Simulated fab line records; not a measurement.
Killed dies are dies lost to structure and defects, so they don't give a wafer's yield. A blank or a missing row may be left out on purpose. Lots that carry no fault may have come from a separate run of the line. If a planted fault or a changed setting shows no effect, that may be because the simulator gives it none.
Split-lot experiment -- flow n5 finfet -- on a route of 1938 steps: 7 lots, 21 wafers read

== THE SPLIT ITSELF ==
At N5_BEOL_M8_PEB_09 (peb time 60 s), the setting peb time s was moved away from the recipe's 60 s on 7 of the 21 wafers read, by -14.8% to +7.4%. For the rest of the wafers, this setting stayed at what the recipe calls for.

== FROM THE SPLIT TO THE READING: what the file shows between them, 14 steps ==
- N5_BEOL_M8_DEVELOP_10: develop time 30 s (also split here: develop time s)
- N5_BEOL_M8_CD_MEAS_11: target cd 38.5 nm
- N5_BEOL_M8_DESCUM_16: chemistry O2, time 7.9 s
- N5_BEOL_M8_ETCH_61: etches SiARC in CF4, target depth 45.5 nm, time 75.8 s
- N5_BEOL_M8_ETCH_62: etches SOC in N2/H2, target depth 110 nm, overetch 22 nm, time 165 s
- N5_BEOL_M8_STRIP_68: strips in N2/H2
- N5_BEOL_M8_STRIP_67: strips in CF4
- N5_BEOL_M8_HM_OPEN_17: chemistry Cl2/BCl3, target TiN, target depth 20 nm, overetch 6 nm
- N5_BEOL_M8_STRIP_19: strips in O2
- N5_BEOL_M8_CD_MEAS_18: pitch 80 nm, target cd 40 nm
- N5_BEOL_M8_COAT_63: time 60 s, resist thk 60 nm
- N5_BEOL_M8_COAT_64: time 60 s, resist thk 12 nm
- N5_BEOL_M8_PRECLEAN_42: cleans in residue remover, time 60 s
- N5_BEOL_M8_SRD_43: time 30 s

== THE READING ==
cd nm at N5_BEOL_M8_CD_MEAS_35, given in nm (cd target 40 nm). Typical for fault-free wafers on this fab line: 40.2 nm, with standard deviation 0.75 nm.

wafer,"tool, chamber at the split","peb time s as run, s",against the recipe,"cd nm, nm",against lot-mates on the recipe
L082.4,"litho track-05, 0",51.14,-14.8%,36.0,-4.3
L082.5,"litho track-05, 0",60,recipe,40.3,-
L082.6,"litho track-05, 0",51.14,-14.8%,37.1,-3.2
L088.2,"litho track-05, 0",60,recipe,39.3,-
L088.3,"litho track-05, 0",60,recipe,39.4,-
L088.5,"litho track-05, 0",60,recipe,39.2,-
L092.3,"litho track-05, 0",64.43,+7.4%,42.8,+2.7
L092.4,"litho track-05, 0",64.43,+7.4%,43.7,+3.6
L092.6,"litho track-05, 0",60,recipe,40.1,-
L091.1,"litho track-03, 0",60,recipe,41.0,-
L091.4,"litho track-03, 0",60,recipe,40.0,-
L091.6,"litho track-03, 0",53.61,-10.7%,36.7,-3.8
L090.2,"litho track-01, 0",60,recipe,40.6,-
L090.4,"litho track-01, 0",60,recipe,39.6,-
L090.6,"litho track-01, 0",60,recipe,40.6,-
L095.1,"litho track-05, 0",54.61,-9.0%,39.3,-0.4
L095.2,"litho track-05, 0",60,recipe,39.7,-
L095.5,"litho track-05, 0",54.61,-9.0%,37.8,-1.9
L096.1,"litho track-05, 0",60,recipe,40.3,-
L096.3,"litho track-05, 0",60,recipe,39.0,-
L096.5,"litho track-05, 0",60,recipe,39.4,-

THE FIT
A straight line over all 21 wafers: cd nm changes by +0.266 nm for each +1% of peb time s; r = +0.90; the points scatter about the line by 0.81 nm.
The same after taking each lot's own level away (the mean of its wafers on the recipe; 21 wafers): +0.278 nm for each +1%; r = +0.92; scatter 0.73 nm.
That fit puts the effect of the largest move of peb time s on the reading at 4.1 nm.
Measured against the standard deviation above, the lots' own levels, which go from 39.30 to 40.50 nm, span 1.6 times it.
So the lot-to-lot level changes the slope little: the two slopes agree.
Check: -3.73 nm against its lot-mates is what the line predicts for one of the wafers moved furthest among these (-14.8%) when that wafer is left out of the fit. It came out at -4.3 nm against them.

== FURTHER SPLITS ON THESE WAFERS ==
Before the reading, these wafers also passed through other splits. Each is held against what the fit with the lots' levels taken away leaves over:
other split on the same wafers,wafers away from the commonest value,r with cd nm (lot level and that fit taken away)
N5_BEOL_M4_PECVD_72 time s,8,+0.34
N5_BEOL_M5_ETCH_41 source w,6,+0.13
N5_BEOL_M6_TRENCH_ETCH_37 bias w,7,+0.27
N5_BEOL_M7_VIA_ETCH_34 time s,6,+0.13
N5_BEOL_M8_DEVELOP_10 develop time s,6,+0.16

== THE WHOLE CHAIN: every reading that the file lists as answering this split, in the file's order ==
step,what it does,reading,change (the file's fit),r (the file's)
N5_BEOL_M8_CD_MEAS_11,target cd 38.5 nm,cd nm,+0.308 nm for each +1% of the setting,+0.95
N5_BEOL_M8_ETCH_61,"etches SiARC in CF4, target depth 45.5 nm, time 75.8 s","BEOL_M8.cd offset nm (the simulator's own value, which no gauge read)",+0.273 nm for each +1% of the setting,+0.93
N5_BEOL_M8_ETCH_62,"etches SOC in N2/H2, target depth 110 nm, overetch 22 nm, time 165 s","BEOL_M8.cd offset nm (the simulator's own value, which no gauge read)",+0.264 nm for each +1% of the setting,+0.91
N5_BEOL_M8_CD_MEAS_18,"pitch 80 nm, target cd 40 nm",cd nm,+0.262 nm for each +1% of the setting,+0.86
N5_BEOL_M8_CD_MEAS_35,target cd 40 nm,cd nm,+0.275 nm for each +1% of the setting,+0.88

== THE FILE'S OWN FIT ==
cd nm changes by +0.275 nm for each +1% of peb time s, r = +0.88.
